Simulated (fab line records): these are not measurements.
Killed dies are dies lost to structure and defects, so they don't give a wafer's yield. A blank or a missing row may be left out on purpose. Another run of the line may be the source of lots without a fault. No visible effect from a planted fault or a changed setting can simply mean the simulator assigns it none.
Matching of chambers    flow nandHarc    3 sister chambers for NHARC_A_STAIRCASE_DEP_151 on pecvd-01
The step deposits SiO2, target thk 3800 nm. 6 wafers are shown with their chamber, then 9 later ones without.

WAFERS, EACH WITH ITS CHAMBER
wafer   chamber  heaterPowerW (W)  rfFwdPowerW (W)
L082.6  1        700               500.7
L083.5  1        685               499.8
L085.3  0        627               498.5
L086.3  2        750               501.6
L086.4  2        639               502.2
L086.5  0        581               499.3

WAFERS WHOSE CHAMBER IS MISSING
wafer   heaterPowerW (W)  rfFwdPowerW (W)
L091.2  767               499.6
L091.3  746               500.6
L091.4  694               500.8
L093.1  816               499.7
L093.5  634               500.8
L093.6  682               499.6
L096.3  722               500.0
L096.4  639               501.7
L096.6  689               499.7

THE CHAMBER EACH PASSED THROUGH
wafer   from the rows above           in truth
L091.2  can't be placed: 1 or 0       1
L091.3  can't be placed: 1 or 2       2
L091.4  can't be placed: 1 or 2       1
L093.1  can't be placed: 1 or 0       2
L093.5  can't be placed: 1 or 2 or 0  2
L093.6  can't be placed: 1 or 0       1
L096.3  1                             1
L096.4  can't be placed: 2 or 1       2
L096.6  can't be placed: 1 or 0       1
1 of 9 placed correctly. Unplaceable from these rows: 8, with the true chamber sitting among the candidates in 7. Number placed wrongly: 0.
How it was worked out, from the rows above alone: a wafer's distance from a chamber is the root of the sum, over the readings, of the square of ((its reading less the chamber's mean) divided by the reading's scatter). The wafer belongs to the nearest chamber; if the next one is less than 2 further off, it can't be placed. A chamber's mean is the mean of its shown wafers. The scatter: the root of (the sum of the squares of (reading less its chamber's mean) over the shown wafers, divided by (wafers less chambers)).
